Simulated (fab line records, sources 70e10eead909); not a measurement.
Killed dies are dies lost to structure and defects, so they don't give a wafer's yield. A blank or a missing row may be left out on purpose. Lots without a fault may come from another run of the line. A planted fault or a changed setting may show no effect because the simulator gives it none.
A struck lot beside a sound one | flow nand_harc | 42 steps out of a route of 1159
Sound: wafers L529.1, L529.3, L529.6. Struck: wafer L544.2. (L544.1, L544.6 of the same lot were not struck and are left out.) The cause comes at the end.
At each step with rows: each side's tool, then ch and its chambers, then its first start. Under that, the readings that differ: sound wafers | struck wafers | difference of the means | sigmas: that difference in standard deviations of wafers without a fault.
alike: readings whose means differ by less than 2 such deviations, and words and numbers that are the same on both sides. not compared: withheld readings, readings that some wafer has no value for, bounds like >300 that may hide the same value, and numbers for which the record gives no deviation and whose values overlap.
The two part at a step that has a row with sigmas, a row that says differs or no value, or rows on one side only. Numbers that don't overlap but have no deviation are shown without sigmas and don't part them. A reading that every wafer of one side lacks parts them only if that side has two wafers or more.

NHARC_A_CONTACT_ETCH_51: etches the open film in O2/COS, target depth 3600 nm, time 936 s.
  sound on rie_diel-07 ch 0,2; struck on rie_diel-11 ch 0
  reading      | sound             | struck | difference | sigmas
  rf_vpp_V (V) | 314.0 316.5 314.7 | 311.2  | -3.9       | -2
  alike: drypump_motor_current_A, mfc_ar_sccm, oes_product_au, showerhead_plenum_p_Torr, throttle_valve_pct
  not compared: rf_hours_counter_h
then, 8 steps without rows for these wafers: NHARC_A_CONTACT_ETCH_111 (etches the open film in C4F8/O2/Ar, time 140 s, target depth 700 nm); NHARC_A_CONTACT_ETCH_112 (etches the open film in C4F8/O2/Ar, time 94 s, target depth 922 nm); NHARC_A_CONTACT_ETCH_113 (etches the open film in C4F8/O2/Ar, time 94 s, target depth 922 nm); NHARC_A_CONTACT_ETCH_114 (etches the open film in C4F8/O2/Ar, time 94 s, target depth 922 nm); NHARC_A_CONTACT_ETCH_115 (etches the open film in C4F8/O2/Ar, time 94 s, target depth 922 nm); NHARC_A_CONTACT_ETCH_116 (etches the open film in C4F8/O2/Ar, time 94 s, target depth 922 nm); NHARC_A_CONTACT_ETCH_117 (etches the open film in C4F8/O2/Ar, time 94 s, target depth 922 nm); NHARC_A_CONTACT_ETCH_118 (etches the open film in C4F8/O2/Ar, time 94 s, target depth 922 nm).
NHARC_A_CONTACT_ETCH_119: etches the open film in C4F8/O2/Ar, time 94 s, target depth 922 nm.
  sound on har_cap_etch-03 ch 0,1, day 17 02:28; struck on har_cap_etch-01 ch 1, day 20 23:56
  not compared: rf_hours_counter_h
NHARC_A_CONTACT_ETCH_120: etches the open film in C4F8/O2/Ar, time 94 s, target depth 922 nm.
  sound on har_cap_etch-03 ch 0,1, day 17 02:34; struck on har_cap_etch-01 ch 1, day 21 00:01
  not compared: rf_hours_counter_h
then, 1 step without rows for these wafers: NHARC_A_CONTACT_ETCH_121 (etches the open film in C4F8/O2/Ar, time 94 s, target depth 922 nm).
NHARC_A_CONTACT_ETCH_122: etches the open film in C4F8/O2/Ar, time 95 s, target depth 930 nm.
  sound on har_cap_etch-03 ch 0,1, day 17 02:45; struck on har_cap_etch-01 ch 1, day 21 00:12
  not compared: rf_hours_counter_h
then, 3 steps without rows for these wafers: NHARC_A_CONTACT_ETCH_123 (etches the open film in C4F8/O2/Ar, time 253 s, target depth 1090 nm); NHARC_A_CONTACT_ETCH_90 (etches the open film in CH3F/O2, target depth 40 nm, time 85.7 s); NHARC_A_CONTACT_ETCH_96 (etches the open film in C4F6/O2, target depth 20 nm, time 10 s).
NHARC_A_CONTACT_CD_MEAS_53:
  sound on cd_sem-02, day 17 03:38; struck on cd_sem-02, day 21 01:07
  reading    | sound             | struck | difference | sigmas
  cd_nm (nm) | 190.3 189.8 190.2 | 188.3  | -1.8       | -2
then, 6 steps without rows for these wafers: NHARC_A_CONTACT_STRIP_99 (strips in N2/H2); NHARC_A_CONTACT_STRIP_100 (strips in CF4/CHF3); NHARC_A_CONTACT_STRIP_101 (strips in O2/COS); NHARC_A_CONTACT_ETCH_102 (etches the open film in CF4/O2, target depth 70 nm, overetch 7 nm, time 38.5 s); NHARC_A_CONTACT_STRIP_55 (strips in O2); NHARC_A_CONTACT_STRIP_56 (strips in post etch residue remover, time 600 s).
NHARC_A_CONTACT_DEP_57: deposits aC, target thk 2800 nm.
  sound on acl_dep-01 ch 0, day 17 04:38; struck on acl_dep-03 ch 0, day 21 06:32
  reading                | sound                | struck | difference | sigmas
  throttle_valve_pct (%) | 34.997 34.997 35.000 | 35.026 | +0.028     | +3
  alike: susceptor_temp_C
then, 11 steps without rows for these wafers: NHARC_A_CONTACT_DEP_58 (deposits SiON, target thk 60 nm); NHARC_A_CONTACT_DEHYDRATE_59 (time 120 s); NHARC_A_CONTACT_HMDS_60 (time 30 s); NHARC_A_CONTACT_COAT_61 (time 75 s); NHARC_A_CONTACT_COAT_62 (time 65 s); NHARC_A_CONTACT_COAT_63 (resist thk 90 nm); NHARC_A_CONTACT_SOFTBAKE_64 (time 55 s); NHARC_A_CONTACT_EBR_65; NHARC_A_CONTACT_EXPOSE_66 (exposes mask A CC 2); NHARC_A_CONTACT_PEB_67 (peb time 65 s); NHARC_A_CONTACT_DEVELOP_68 (develop time 35 s).
NHARC_A_CONTACT_CD_MEAS_69: target cd 200 nm.
  sound on cd_sem-01 ch 0, day 17 07:26; struck on cd_sem-01 ch 0, day 21 09:01
  reading    | sound             | struck | difference | sigmas
  cd_nm (nm) | 201.3 200.3 200.6 | 199.7  | -1.0       | -2
NHARC_A_CONTACT_OVL_MEAS_70:
  sound on overlay-02, day 17 07:32; struck on overlay-02, day 21 09:07
  reading           | sound       | struck | difference | sigmas
  overlay_x_nm (nm) | 0.5 0.6 1.0 | -0.7   | -1.4       | -2
  alike: overlay_y_nm
then, 3 steps without rows for these wafers: NHARC_A_CONTACT_DESCUM_74 (chemistry O2, time 3 s); NHARC_A_CONTACT_ETCH_75 (etches the open film in CF4, target depth 39 nm, time 65 s); NHARC_A_CONTACT_ETCH_76 (etches the open film in N2/H2, target depth 260 nm, time 475.3 s).
NHARC_A_CONTACT_ETCH_77: etches the open film in CF4/CHF3, target depth 72.6 nm, time 36.3 s.
  sound on rie_diel-11 ch 1,3; struck on rie_diel-07 ch 1
  alike: cf4_flow_sccm, drypump_motor_current_A, mfc_ar_sccm, oes_product_au, rf_vpp_V, showerhead_plenum_p_Torr, throttle_valve_pct
  not compared: rf_hours_counter_h
-- the record jumps here: 3 days lie between the struck wafers' starts before and after (it left off in module A_CONTACT and takes up again in module END, whose first step shown is number 1159 of the route) --
NHARC_END_SORT_01:
  the record has rows for the struck wafers here (prober-01 ch 0, day 24 03:14) and none for the sound ones

WHERE THEY PART
First at NHARC_A_CONTACT_ETCH_51; last, within this record, at NHARC_END_SORT_01.

WHY: what the simulator had put in
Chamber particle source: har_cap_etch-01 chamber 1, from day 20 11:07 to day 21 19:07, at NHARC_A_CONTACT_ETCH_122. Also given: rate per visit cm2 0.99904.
